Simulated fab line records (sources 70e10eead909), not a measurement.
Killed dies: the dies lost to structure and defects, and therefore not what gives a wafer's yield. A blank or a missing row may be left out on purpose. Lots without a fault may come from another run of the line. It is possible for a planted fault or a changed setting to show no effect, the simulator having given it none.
A lot that was struck, set against a sound lot    flow nand harc    15 out of 1159 route steps
Sound: wafers L367.2, L367.4, L367.5. Struck: wafers L357.4, L357.6 (left out: L357.3, a lot-mate that was not struck); the cause follows at the end.
At each step with rows: each side's tool, then ch and its chambers, then its first start. Under that, the readings that differ: sound wafers    struck wafers    difference of the means    sigmas: that difference in standard deviations of wafers without a fault.
alike: a reading whose means differ by less than 2 such deviations, as well as words and numbers matching on both sides. not compared: withheld readings; readings where some wafer has no value; bounds like >300 that might hide an equal value; numbers whose values overlap and for which the record gives no deviation.
Wherever a step has rows on one side only, a row that says differs or no value, or a row with sigmas, the two part there. Numbers that don't overlap but have no deviation are shown without sigmas and don't part them. Lack of a reading on every wafer of one side parts them only where that side has two or more wafers.

NHARC_A_M1_INSPECT_11:
  struck on defect inspect-02, day 20 04:49; sound on defect inspect-02, day 22 09:08
  alike: raw defect count
NHARC_A_M1_DESCUM_14: chemistry O2, time 3 s.
  sound on rie diel-05 ch 0,1,3, day 22 09:11; struck on rie diel-05 ch 0,2, day 20 04:54
  alike: drypump motor current A, mfc ar sccm, oes product au, rf vpp V, showerhead plenum p Torr, throttle valve pct
  not compared: rf hours counter h
then, 1 step without rows for these wafers: NHARC_A_M1_ETCH_35 (etches the open film in N2/H2, target depth 40 nm, overetch 12 nm, time 43.94 s).
NHARC_A_M1_ETCH_15: etches the open film in C4F8/Ar, target depth 182.5 nm, time 91.2 s.
  sound on rie diel-05 ch 0,1,3; struck on rie diel-05 ch 0,2
  alike: oes product au, rf vpp V
  not compared: rf hours counter h
NHARC_A_M1_CD_MEAS_16:
  struck on cd sem-02, day 20 05:19; sound on cd sem-03, day 22 09:30
  alike: cd nm
then, 3 steps without rows for these wafers: NHARC_A_M1_STRIP_18 (strips in N2/H2); NHARC_A_M1_ETCH_28 (etches the open film in CF4/N2, target depth 30 nm, time 72.99 s); NHARC_A_M1_STRIP_19 (strips in post etch residue remover, time 600 s).
NHARC_A_M1_DEGAS_29: time 60 s.
  struck on pvd sputter-01, day 20 06:02; sound on pvd sputter-02, day 22 10:13
  alike: heater power w
NHARC_A_M1_PRE_CLEAN_30: time 30 s.
  sound on pvd sputter-02; struck on pvd sputter-01
  alike: heater power w
then, 1 step without rows for these wafers: NHARC_A_M1_PVD_20 (deposits TaN, target thk 5 nm, time 8.06 s).
NHARC_A_M1_PVD_21: deposits Cu, target thk 30 nm, time 20.49 s.
  sound on pvd sputter-02; struck on pvd sputter-01
  alike: throttle valve pct
NHARC_A_M1_ECD_22: material Cu, target thk 400 nm.
  sound on ecd cu-02 ch 0,1, day 22 10:37; struck on ecd cu-01 ch 0,1, day 20 06:30
then, 1 step without rows for these wafers: NHARC_A_M1_ANNEAL_31 (time 90 s).
NHARC_A_M1_CMP_23: polishes, t overpolish 20 s, target thk 154.34 nm.
  sound on cmp-04 ch 0,1,3, day 22 11:23; struck on cmp-03 ch 2, day 20 07:09
reading                 sound           struck     difference  sigmas
time to endpoint s (s)  27.4 30.2 28.8  14.7 14.6  -14.2       -5
  alike: motor current A

WHERE THEY PART
Only at NHARC_A_M1_CMP_23, within this record.

WHY: what the simulator had put in
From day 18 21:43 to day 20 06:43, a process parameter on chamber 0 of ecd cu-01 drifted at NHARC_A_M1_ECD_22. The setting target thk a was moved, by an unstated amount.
